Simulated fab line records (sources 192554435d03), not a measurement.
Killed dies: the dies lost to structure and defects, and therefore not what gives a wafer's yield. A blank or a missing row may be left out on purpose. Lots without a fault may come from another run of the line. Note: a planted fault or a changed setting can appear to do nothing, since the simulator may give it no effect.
Which tool is to blame? || flow n5_finfet || 27 wafers from 9 lots sampled at 5 of the route's 1938 steps

WHAT THE GAUGES SHOWED, per wafer
N5_BEOL_M4_RC_MEAS_101.
{"lot": "L435", "measured": "day 7 12:20", "on": "prober-02", "DIBL_N (mV/V)": "36.5 35.7 34.8"}
{"lot": "L437", "measured": "day 8 12:03", "on": "prober-01", "DIBL_N (mV/V)": "36.8 37.7 36.8"}
{"lot": "L440", "measured": "day 9 04:35", "on": "prober-02", "DIBL_N (mV/V)": "37.6 36.4 37.9"}
{"lot": "L443", "measured": "day 9 14:19", "on": "prober-02", "DIBL_N (mV/V)": "36.9 37.7 36.9"}
{"lot": "L449", "measured": "day 11 15:14", "on": "prober-02", "DIBL_N (mV/V)": "36.4 37.0 35.9"}
{"lot": "L451", "measured": "day 11 16:43", "on": "prober-01", "DIBL_N (mV/V)": "36.9 38.1 38.1"}
{"lot": "L453", "measured": "day 12 11:00", "on": "prober-02", "DIBL_N (mV/V)": "38.6 36.7 37.9"}
{"lot": "L454", "measured": "day 12 14:46", "on": "prober-01", "DIBL_N (mV/V)": "36.1 35.7 36.0"}
{"lot": "L457", "measured": "day 13 06:17", "on": "prober-01", "DIBL_N (mV/V)": "35.6 36.1 36.0"}

TOOL THAT RAN EACH LOT (tool first, then ch and the chambers of the sampled wafers, then the start)
{"lot": "L435", "N5_BEOL_M0_SPUTTER_134": "pvd_sputter-02, day 5 21:48", "N5_BEOL_M0_SPUTTER_141": "pvd_sputter-02, day 5 21:56", "N5_BEOL_M0_CMP_120": "cmp-01 ch 0,1,3, day 5 22:51", "N5_BEOL_M1_ETCH_74": "rie_diel-03 ch 1,3, day 6 00:13"}
{"lot": "L437", "N5_BEOL_M0_SPUTTER_134": "pvd_sputter-02, day 6 19:31", "N5_BEOL_M0_SPUTTER_141": "pvd_sputter-02, day 6 19:38", "N5_BEOL_M0_CMP_120": "cmp-04 ch 1,3, day 6 20:16", "N5_BEOL_M1_ETCH_74": "rie_diel-03 ch 0,2, day 6 21:50"}
{"lot": "L440", "N5_BEOL_M0_SPUTTER_134": "pvd_sputter-01, day 7 08:04", "N5_BEOL_M0_SPUTTER_141": "pvd_sputter-01, day 7 08:11", "N5_BEOL_M0_CMP_120": "cmp-03 ch 0,1,3, day 7 09:04", "N5_BEOL_M1_ETCH_74": "rie_diel-02 ch 0,1,2, day 7 11:14"}
{"lot": "L443", "N5_BEOL_M0_SPUTTER_134": "pvd_sputter-01, day 7 23:26", "N5_BEOL_M0_SPUTTER_141": "pvd_sputter-01, day 7 23:33", "N5_BEOL_M0_CMP_120": "cmp-03 ch 0,3, day 8 00:02", "N5_BEOL_M1_ETCH_74": "rie_diel-02 ch 0,2,3, day 8 01:36"}
{"lot": "L449", "N5_BEOL_M0_SPUTTER_134": "pvd_sputter-03, day 9 16:04", "N5_BEOL_M0_SPUTTER_141": "pvd_sputter-03, day 9 16:11", "N5_BEOL_M0_CMP_120": "cmp-03 ch 0,1,2, day 9 17:18", "N5_BEOL_M1_ETCH_74": "rie_diel-02 ch 0,1,3, day 9 19:46"}
{"lot": "L451", "N5_BEOL_M0_SPUTTER_134": "pvd_sputter-02, day 10 02:21", "N5_BEOL_M0_SPUTTER_141": "pvd_sputter-02, day 10 02:28", "N5_BEOL_M0_CMP_120": "cmp-03 ch 0,3, day 10 03:01", "N5_BEOL_M1_ETCH_74": "rie_diel-02 ch 2,3, day 10 05:29"}
{"lot": "L453", "N5_BEOL_M0_SPUTTER_134": "pvd_sputter-03, day 10 11:52", "N5_BEOL_M0_SPUTTER_141": "pvd_sputter-03, day 10 11:59", "N5_BEOL_M0_CMP_120": "cmp-04 ch 2,3, day 10 12:58", "N5_BEOL_M1_ETCH_74": "rie_diel-03 ch 1,2, day 10 14:57"}
{"lot": "L454", "N5_BEOL_M0_SPUTTER_134": "pvd_sputter-03, day 10 14:58", "N5_BEOL_M0_SPUTTER_141": "pvd_sputter-03, day 10 15:05", "N5_BEOL_M0_CMP_120": "cmp-04 ch 0,1,2, day 10 16:04", "N5_BEOL_M1_ETCH_74": "rie_diel-06 ch 2,3, day 10 18:15"}
{"lot": "L457", "N5_BEOL_M0_SPUTTER_134": "pvd_sputter-02, day 11 09:29", "N5_BEOL_M0_SPUTTER_141": "pvd_sputter-02, day 11 09:37", "N5_BEOL_M0_CMP_120": "cmp-03 ch 0,3, day 11 10:06", "N5_BEOL_M1_ETCH_74": "rie_diel-06 ch 0,2, day 11 12:14"}
- N5_BEOL_M0_SPUTTER_134: material Cu, target thk 4 nm, time 7.37 s.
- N5_BEOL_M0_SPUTTER_141: material Cu, target thk 4 nm, time 7.37 s.
- N5_BEOL_M0_CMP_120: polishes, stops on SiOC, t overpolish 6.9 s.
- N5_BEOL_M1_ETCH_74: etches underlayer in N2/H2, target depth 6.5 nm, time 5.2 s.

THE ANSWER, worked out from the rows above alone
Rule: what is usual is taken from the lots themselves. The widest of any qualifying gaps counts: lots, ordered by their means at a reading, are off when they make up no more than a third of the lots, leave a main group of 4 or more, and stand apart from it by 3 or more times the standard deviation of that group's means. If all means in a main group match to the digits the tables above print for the reading, that group is not used. Also off: a lot with no number at a reading for which 4 or more lots have one. The other lots that the step has rows for count as sound.
No lot is off on any of the readings shown, so nothing can be concluded from this.

WHAT HAD BEEN PUT IN BY THE SIMULATOR
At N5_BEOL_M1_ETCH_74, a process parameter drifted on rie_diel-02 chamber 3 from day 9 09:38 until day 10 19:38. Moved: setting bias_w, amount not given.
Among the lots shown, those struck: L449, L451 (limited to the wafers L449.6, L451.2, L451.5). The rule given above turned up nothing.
